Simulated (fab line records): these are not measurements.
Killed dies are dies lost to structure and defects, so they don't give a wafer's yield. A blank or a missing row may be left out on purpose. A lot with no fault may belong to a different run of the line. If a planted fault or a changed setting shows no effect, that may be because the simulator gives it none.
Which tool did it? :: flow nandHarc :: Sampling: 12 lots, 36 wafers, 2 of 1159 route steps

## WHAT THE GAUGES READ, wafer by wafer
NHARC_P_M1_CD_MEAS_09: target cd 130 nm.
lot: L075
measured: day 6 09:52
on: cdSem-02
cdNm (nm): 131.1 129.0 131.0

lot: L076
measured: day 6 18:49
on: cdSem-01
cdNm (nm): 131.0 130.3 131.7

lot: L079
measured: day 7 00:40
on: cdSem-02
cdNm (nm): 129.3 129.3 131.1

lot: L080
measured: day 7 15:46
on: cdSem-02
cdNm (nm): 130.6 131.1 130.2

lot: L083
measured: day 8 07:15
on: cdSem-01
cdNm (nm): 130.6 129.9 129.1

lot: L085
measured: day 8 13:33
on: cdSem-03
cdNm (nm): 131.0 131.0 131.1

lot: L086
measured: day 9 07:20
on: cdSem-02
cdNm (nm): 130.5 131.0 131.8

lot: L089
measured: day 10 06:34
on: cdSem-03
cdNm (nm): 130.4 130.5 130.7

lot: L091
measured: day 10 08:13
on: cdSem-01
cdNm (nm): 131.1 130.5 130.3

lot: L093
measured: day 10 12:44
on: cdSem-02
cdNm (nm): 130.7 131.3 131.5

lot: L095
measured: day 11 09:50
on: cdSem-01
cdNm (nm): 132.2 129.9 132.1

lot: L097
measured: day 11 12:03
on: cdSem-03
cdNm (nm): 130.1 129.9 130.2

## WHAT TOOL EACH LOT RAN ON (gives the tool, then ch and the chambers of the sampled wafers, and finally the start)
lot: L075
NHARC_P_M0_PVD_20: pvdSputter-03, day 6 09:52 or earlier

lot: L076
NHARC_P_M0_PVD_20: pvdSputter-01, day 6 18:49 or earlier

lot: L079
NHARC_P_M0_PVD_20: pvdSputter-01, day 7 00:40 or earlier

lot: L080
NHARC_P_M0_PVD_20: pvdSputter-02, day 7 15:46 or earlier

lot: L083
NHARC_P_M0_PVD_20: pvdSputter-02, day 8 07:15 or earlier

lot: L085
NHARC_P_M0_PVD_20: pvdSputter-02, day 8 13:33 or earlier

lot: L086
NHARC_P_M0_PVD_20: pvdSputter-01, day 9 07:20 or earlier

lot: L089
NHARC_P_M0_PVD_20: pvdSputter-01, day 10 06:34 or earlier

lot: L091
NHARC_P_M0_PVD_20: pvdSputter-01, day 10 08:13 or earlier

lot: L093
NHARC_P_M0_PVD_20: pvdSputter-03, day 10 12:44 or earlier

lot: L095
NHARC_P_M0_PVD_20: pvdSputter-02, day 11 09:50 or earlier

lot: L097
NHARC_P_M0_PVD_20: pvdSputter-02, day 11 12:03 or earlier
- NHARC_P_M0_PVD_20: deposits TaN, target thk 5 nm, time 8.06 s.

## THE ANSWER, worked out from the rows above alone
Rule: what is usual is taken from the lots themselves. The widest of any qualifying gaps counts: lots, ordered by their means at a reading, are off when they make up no more than a third of the lots, leave a main group of 4 or more, and stand apart from it by 3 or more times the standard deviation of that group's means. If all means in a main group match to the digits the tables above print for the reading, that group is not used. Also off: a lot with no number at a reading for which 4 or more lots have one. All remaining lots with rows at the step are treated as sound.
No lot is off at any reading shown: from this, nothing can be told.

## WHAT THE SIMULATOR HAD PUT IN
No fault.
